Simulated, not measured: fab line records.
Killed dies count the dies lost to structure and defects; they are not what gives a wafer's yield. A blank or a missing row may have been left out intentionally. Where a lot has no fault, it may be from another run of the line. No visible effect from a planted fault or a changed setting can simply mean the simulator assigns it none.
Commonality check across tools	flow nandHarc	Lots sampled 2, wafers sampled 6

## WHY IT WAS OPENED
On 2 of the 2 lots, a flag is raised at NHARC_END_SORT_01 on the reading killedAtPeriphery. No-fault wafers: 4.0, standard deviation 2.6.
Rule: a lot is flagged in two cases, either no wafer of it has a number, or all its wafers with numbers fall more than 4 standard deviations from that mean. All remaining lots are regarded as sound.

lot	measured	on	killedAtPeriphery, wafer by wafer	flag
L559	day 30 23:26	prober-02	68 95 35	FLAGGED
L558	day 31 03:48	prober-01	39 96 39	FLAGGED
The mean of the flagged lots' numbers is 62.0, +58.0 from the usual (+22 standard deviations).

## WHICH TOOL EACH LOT WENT THROUGH
Before the reading, the record contains 4 process steps out of a 1302-step route. Each cell gives the tool, then ch followed by the chambers the sampled wafers passed through, then the start.
lot	flag	NHARC_P_CONTACT_PRE_CLEAN_39	NHARC_THIN_TSV_PVD_51	NHARC_THIN_TSV_DEGAS_53	NHARC_THIN_TSV_DESCUM_35
L559	FLAGGED	pvdSputter-03, day 13 05:41	pvdSputter-03, day 30 09:31 or earlier	pvdSputter-01, day 30 09:31	rieDiel-10 ch 0,1,2, day 30 10:50
L558	FLAGGED	pvdSputter-03, day 12 20:17	pvdSputter-01, day 30 14:02 or earlier	pvdSputter-01, day 30 14:02	rieDiel-10 ch 0,1, day 30 15:20
What these steps do:
- NHARC_P_CONTACT_PRE_CLEAN_39: time 19.5 s.
- NHARC_THIN_TSV_PVD_51: deposits Cu, target thk 100 nm.
- NHARC_THIN_TSV_DEGAS_53: time 60 s.
- NHARC_THIN_TSV_DESCUM_35: chemistry O2, time 3 s.
- NHARC_END_SORT_01

## FLAGGED AGAINST TOTAL, ONE TOOL AT A TIME (gauges that did the reading follow at the end)
step	tool	lots run	flagged	share of the flagged lots	sound lots run after its first flagged lot
NHARC_P_CONTACT_PRE_CLEAN_39	pvdSputter-03	2	2	all	0
NHARC_THIN_TSV_PVD_51	pvdSputter-01	1	1	some	0
NHARC_THIN_TSV_PVD_51	pvdSputter-03	1	1	some	0
NHARC_THIN_TSV_DEGAS_53	pvdSputter-01	2	2	all	0
NHARC_THIN_TSV_DESCUM_35	rieDiel-10	2	2	all	0
NHARC_END_SORT_01	prober-01	1	1	some	0
NHARC_END_SORT_01	prober-02	1	1	some	0
With no start given for some of its lots, NHARC_THIN_TSV_PVD_51 uses the hours and lot order of NHARC_THIN_TSV_DEGAS_53.

## WHAT THE TABLE PERMITS
3 rows of the table ran every flagged lot: pvdSputter-03 at NHARC_P_CONTACT_PRE_CLEAN_39, pvdSputter-01 at NHARC_THIN_TSV_DEGAS_53, rieDiel-10 at NHARC_THIN_TSV_DESCUM_35.
- pvdSputter-03 at NHARC_P_CONTACT_PRE_CLEAN_39: 2 of its 2 lots flagged. With no sound lot run before its first flagged lot in this sample, there is nothing to narrow down the start.
- pvdSputter-01 at NHARC_THIN_TSV_DEGAS_53: 2 of its 2 lots flagged. With no sound lot run before its first flagged lot in this sample, there is nothing to narrow down the start.
- rieDiel-10 at NHARC_THIN_TSV_DESCUM_35: 2 of its 2 lots flagged. With no sound lot run before its first flagged lot in this sample, there is nothing to narrow down the start.
Because each of these 3 tools fits a fault that began at some hour, counting lots does not separate them. More lots, or a look at what each step does to the wafer, might.

## WHAT THE SIMULATOR HAD PUT IN
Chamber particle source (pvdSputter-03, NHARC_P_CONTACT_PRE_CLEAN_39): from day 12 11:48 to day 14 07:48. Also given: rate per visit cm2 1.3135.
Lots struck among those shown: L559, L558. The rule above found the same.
